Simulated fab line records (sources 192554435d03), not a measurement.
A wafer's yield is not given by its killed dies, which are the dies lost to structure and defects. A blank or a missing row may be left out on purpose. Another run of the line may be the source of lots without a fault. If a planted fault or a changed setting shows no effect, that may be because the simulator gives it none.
fab line records    flow n5-finfet    part 2 of 2: steps 15 to 27 of 27
[record] lots = 5  wafers = 15  last-day = 16
route steps=1938 shown FIN_SAQP@133 FIN_CUT@154
lots that met no fault: taken from a fault-free run of the same line
start-h: hours from the record's first day to the start of the lot's first wafer shown    wait-h: how many hours have passed since the lot's step before this one    " the same as in the row above    L1.1+2: several wafers, shown together as one row    - no value present, or no start provided    * or withheld: withheld    < > ~ a bound
route shown NAME@n: NAME is a module with steps in the file, n the number in the route of the first one    usual: mean/standard deviation of fault-free wafers    same: alike in all rows    chamber/n: place in a boat    sites: each site's reading    _std_site: their standard deviation    _edge_site: mean of outer sites minus mean of inner sites    radius-mm: how far each site lies from the wafer's centre    mask NAME#n: copy n    behind: the most recent tool/chamber to have shaped the wafer    hold: reason for holding the lot/hours on hold/outcome of the hold    device: transistor that didn't switch, given as n, p or np    end of line: the tests these same wafers got at the end of their route    a step with no rows: only its recipe    killed: count of dies lost to structure and defects at first sort (not the wafer's yield)    map: the dies of a wafer, with x for killed, . for not killed, _ for no die there
set.NAME: the run value of the setting; set.NAME@STEP: its run value at that earlier step    model.NAME: the simulator's own value behind a step, which no gauge read
lots seen at some steps along the route; tables by step, rows by wafer
services: when a tool's chamber went out of use (start-h, in hours from the record's first day, below 0 if earlier), for how many hours, and the reason
[[steps]]
[step N5_FIN_SAQP_FIN_ETCH_36]
[recipe] chemistry = HBr/Cl2/O2  target-depth-a = 1200  mask-material = SiNx  time-s = 50.4  bias-w = 102  pressure-mtorr = 10  icp-w = 800  HBr_flow_sccm = 150  Cl2_flow_sccm = 80  O2_flow_sccm = 12
[usual] drypump-motor-current-A = 5.5/0.42  oes-product-au = 0.990/0.027  throttle-valve-pct = 36.1/0.39
lot.wafer  tool       chamber  start-h  wait-h  drypump-motor-current-A  oes-product-au  rf-hours-counter-h  throttle-valve-pct
L075.1     rie-si-03  2        32.59    0.0     5.2                      1.027           37                  36.0
L075.2     "          3        "        "       5.3                      0.993           21                  36.2
L075.4     "          1        "        "       5.3                      0.985           65                  35.8
L078.1     rie-si-03  2        50.06    0.0     5.2                      1.013           37                  36.0
L078.2     "          0        "        "       5.6                      1.013           29                  36.0
L078.5     "          1        "        "       5.2                      0.985           -                   35.8
L084.1     rie-si-04  3        87.41    0.0     5.7                      0.938           46                  35.6
L084.3     "          1        "        "       5.2                      0.997           10                  36.9
L084.5     "          3        "        "       5.7                      0.933           -                   35.6
L087.2     rie-si-04  1        104.54   0.0     5.1                      0.997           11                  36.9
L087.3     "          0        "        "       5.2                      0.961           15                  36.1
L087.4     "          2        "        "       6.1                      0.976           92                  36.6
L091.1     rie-si-03  0        128.79   0.0     5.7                      1.000           31                  36.0
L091.4     "          3        "        "       5.2                      1.004           22                  36.2
L091.5     "          0        "        "       5.7                      1.011           -                   36.0
[step N5_FIN_SAQP_CD_MEAS_37]
[recipe] target-cd-nm = 8  polarity = line
[usual] cd-nm = 8.10/0.26
lot.wafer  tool       chamber  start-h  wait-h  cd-nm
L075.1     cd-sem-03  -        32.70    0.1     8.21
L075.2     "          -        "        "       7.85
L075.4     "          -        "        "       7.55
L078.1     cd-sem-01  -        50.18    0.1     7.79
L078.2     "          -        "        "       8.57
L078.5     "          -        "        "       8.38
L084.1     cd-sem-02  -        87.52    0.1     8.58
L084.3     "          -        "        "       7.81
L084.5     "          -        "        "       8.16
L087.2     cd-sem-01  -        104.67   0.1     8.12
L087.3     "          -        "        "       8.03
L087.4     "          -        "        "       7.90
L091.1     cd-sem-03  -        128.91   0.1     8.00
L091.4     "          -        "        "       7.96
L091.5     "          -        "        "       8.31
[step N5_FIN_SAQP_PRECLEAN_38]
[recipe] chemistry = O3/DIW  time-s = 45  temp-c = 22  o3-ppm = 10
lot.wafer   tool          chamber  start-h  wait-h
L075.1+2+4  wet-bench-04  0,6,1    32.75    0.0
L078.1+2+5  wet-bench-01  0,5,6    50.22    0.0
L084.1+3+5  wet-bench-04  7,5,3    87.57    0.0
L087.2+3+4  wet-bench-04  4,0,7    104.71   0.0
L091.1+4+5  wet-bench-05  0,4,2    128.95   0.0
[step N5_FIN_SAQP_PRECLEAN_45]
[recipe] chemistry = dHF  time-s = 10  dilution = 500:1  temp-c = 25
lot.wafer   tool          chamber  start-h  wait-h
L075.1+2+4  wet-bench-04  0,6,1    32.76    0.0
L078.1+2+5  wet-bench-01  0,5,6    50.24    0.0
L084.1+3+5  wet-bench-04  7,5,3    87.58    0.0
L087.2+3+4  wet-bench-04  4,0,7    104.72   0.0
L091.1+4+5  wet-bench-05  0,4,2    128.98   0.0
[step N5_FIN_SAQP_SRD_39]
[recipe] dry = ipa-marangoni  time-s = 30  temp-c = 23  rinse-liquid = diw
lot.wafer   tool          chamber  start-h  wait-h
L075.1+2+4  wet-bench-04  0,6,1    32.76    0.0
L078.1+2+5  wet-bench-01  0,5,6    50.24    0.0
L084.1+3+5  wet-bench-04  7,5,3    87.59    0.0
L087.2+3+4  wet-bench-04  4,0,7    104.72   0.0
L091.1+4+5  wet-bench-05  0,4,2    128.99   0.0
[step N5_FIN_SAQP_OCD_MEAS_76]
[usual] trench-depth-nm = 119.0/2.2
lot.wafer  tool    chamber  start-h  wait-h  trench-depth-nm
L075.1     ocd-02  -        32.80    0.0     123.7
L075.2     "       -        "        "       117.9
L075.4     "       -        "        "       118.7
L078.1     ocd-02  -        50.28    0.0     120.1
L078.2     "       -        "        "       117.5
L078.5     "       -        "        "       118.2
L084.1     ocd-01  -        87.63    0.0     114.1
L084.3     "       -        "        "       119.5
L084.5     "       -        "        "       113.9
L087.2     ocd-02  -        104.76   0.0     118.9
L087.3     "       -        "        "       117.9
L087.4     "       -        "        "       119.9
L091.1     ocd-01  -        129.05   0.0     116.9
L091.4     "       -        "        "       118.3
L091.5     "       -        "        "       117.1
[step N5_FIN_SAQP_INSPECT_40]
[recipe] inspect-instrument = brightfield  mode = aei
[usual] raw-defect-count = 244/79
lot.wafer  tool               chamber  start-h  wait-h  raw-defect-count
L075.1     defect-inspect-02  -        32.84    0.0     281
L075.2     "                  -        "        "       262
L075.4     "                  -        "        "       426
L078.1     defect-inspect-02  -        50.31    0.0     182
L078.2     "                  -        "        "       295
L078.5     "                  -        "        "       177
L084.1     defect-inspect-02  -        87.66    0.0     285
L084.3     "                  -        "        "       270
L084.5     "                  -        "        "       224
L087.2     defect-inspect-02  -        104.79   0.0     183
L087.3     "                  -        "        "       238
L087.4     "                  -        "        "       234
L091.1     defect-inspect-02  -        129.08   0.0     234
L091.4     "                  -        "        "       186
L091.5     "                  -        "        "       228
[step N5_FIN_CUT_COAT_18]
[recipe] resist = SOC  temp-c = 250  time-s = 60  spin-rpm = 1500  resist-thk-nm = 230
[usual] spin-speed-rpm = 1500.0/0.93
lot.wafer  tool            chamber  start-h  wait-h  spin-speed-rpm
L075.1     litho-track-05  0        32.87    0.0     1499.7
L075.2     "               0        "        "       1500.8
L075.4     "               0        "        "       1501.0
L078.1     litho-track-01  0        50.34    0.0     1500.8
L078.2     "               0        "        "       1501.1
L078.5     "               0        "        "       1501.1
L084.1     litho-track-01  0        87.69    0.0     1497.9
L084.3     "               0        "        "       1498.7
L084.5     "               0        "        "       1498.8
L087.2     litho-track-02  0        104.83   0.0     1499.5
L087.3     "               0        "        "       1500.7
L087.4     "               0        "        "       1498.9
L091.1     litho-track-01  0        129.11   0.0     1500.3
L091.4     "               0        "        "       1500.3
L091.5     "               0        "        "       1498.5
[step N5_FIN_CUT_COAT_19]
[recipe] resist = SiARC  temp-c = 220  time-s = 60  spin-rpm = 1500  resist-thk-nm = 20
[usual] spin-speed-rpm = 1499.8/0.87
lot.wafer  tool            chamber  start-h  wait-h  spin-speed-rpm
L075.1     litho-track-05  0        -        -       1499.1
L075.2     "               0        "        "       1498.0
L075.4     "               0        "        "       1499.1
L078.1     litho-track-01  0        -        -       1498.8
L078.2     "               0        "        "       1498.4
L078.5     "               0        "        "       1500.1
L084.1     litho-track-01  0        -        -       1501.9
L084.3     "               0        "        "       1499.6
L084.5     "               0        "        "       1500.4
L087.2     litho-track-02  0        -        -       1499.1
L087.3     "               0        "        "       1500.1
L087.4     "               0        "        "       1500.6
L091.1     litho-track-01  0        -        -       1498.8
L091.4     "               0        "        "       1500.4
L091.5     "               0        "        "       1500.0
[step N5_FIN_CUT_COAT_29]
[recipe] resist = underlayer  temp-c = 205  time-s = 60  spin-rpm = 1500  resist-thk-nm = 10
[usual] spin-speed-rpm = 1500.2/0.98
lot.wafer  tool            chamber  start-h  wait-h  spin-speed-rpm
L075.1     litho-track-05  0        -        -       1500.9
L075.2     "               0        "        "       1502.7
L075.4     "               0        "        "       1499.7
L078.1     litho-track-01  0        -        -       1500.2
L078.2     "               0        "        "       1502.5
L078.5     "               0        "        "       1501.8
L084.1     litho-track-01  0        -        -       1499.8
L084.3     "               0        "        "       1500.8
L084.5     "               0        "        "       1502.2
L087.2     litho-track-02  0        -        -       1497.6
L087.3     "               0        "        "       1499.4
L087.4     "               0        "        "       1500.2
L091.1     litho-track-01  0        -        -       1499.1
L091.4     "               0        "        "       1502.1
L091.5     "               0        "        "       1500.4
[step N5_FIN_CUT_COAT_02]
[recipe] resist = CAR-EUV  spin-rpm = 1500  resist-thk-nm = 30
[usual] spin-speed-rpm = 1500.2/0.95
lot.wafer  tool            chamber  start-h  wait-h  spin-speed-rpm
L075.1     litho-track-05  0        -        -       1499.9
L075.2     "               0        "        "       1500.4
L075.4     "               0        "        "       1500.2
L078.1     litho-track-01  0        -        -       1501.3
L078.2     "               0        "        "       1499.1
L078.5     "               0        "        "       1501.1
L084.1     litho-track-01  0        -        -       1500.0
L084.3     "               0        "        "       1499.7
L084.5     "               0        "        "       1500.1
L087.2     litho-track-02  0        -        -       1500.0
L087.3     "               0        "        "       1498.7
L087.4     "               0        "        "       1500.5
L091.1     litho-track-01  0        -        -       1500.1
L091.4     "               0        "        "       1499.9
L091.5     "               0        "        "       1500.5
[step N5_FIN_CUT_EBR_04]
[recipe] solvent = PGMEA  ebr-width-mm = 1.5
lot.wafer   tool            chamber  start-h  wait-h
L075.1+2+4  litho-track-05  0        -        -
L078.1+2+5  litho-track-01  0        -        -
L084.1+3+5  litho-track-01  0        -        -
L087.2+3+4  litho-track-02  0        -        -
L091.1+4+5  litho-track-01  0        -        -
[step N5_FIN_CUT_SOFTBAKE_03]
[recipe] temp-c = 110  time-s = 60  resist = CAR-EUV
lot.wafer   tool            chamber  start-h  wait-h
L075.1+2+4  litho-track-05  0        -        -
L078.1+2+5  litho-track-01  0        -        -
L084.1+3+5  litho-track-01  0        -        -
L087.2+3+4  litho-track-02  0        -        -
L091.1+4+5  litho-track-01  0        -        -
[[services]]
tool            chamber  start-h  hours  kind
vapor-etch-02   0        7.44     5.1    repair
ald-sin-02      0        7.75     -      clean
ald-sin-02      1        7.75     -      clean
ald-sin-02      2        7.75     -      clean
ald-sin-02      3        7.75     -      clean
rie-diel-03     0        9.42     4.5    repair
wet-bench-05    -        22.56    1.7    repair
litho-track-01  -        30.23    -      consumable-replace:filter
litho-track-02  -        35.62    -      consumable-replace:filter
rie-diel-05     0        36.82    12.6   repair
rie-si-05       3        39.10    9.8    repair
rie-diel-01     -        64.71    1.3    repair
ald-sin-04      -        85.71    14.0   pm
ald-sin-04      0        85.71    14.0   vent-cycle
rie-si-04       3        91.36    4.4    repair
rie-diel-03     -        93.58    15.6   pm
rie-diel-01     0        120.89   -      clean
rie-diel-01     0        120.89   -      consumable-replace:focus-ring
rie-diel-01     0        120.89   14.7   scheduled-down
rie-diel-01     0        120.89   14.7   vent-cycle
ald-sin-02      3        122.39   10.8   repair
rie-si-03       0        122.99   1.0    repair
rie-si-05       0        124.46   6.2    repair
rie-diel-03     -        128.92   2.1    repair
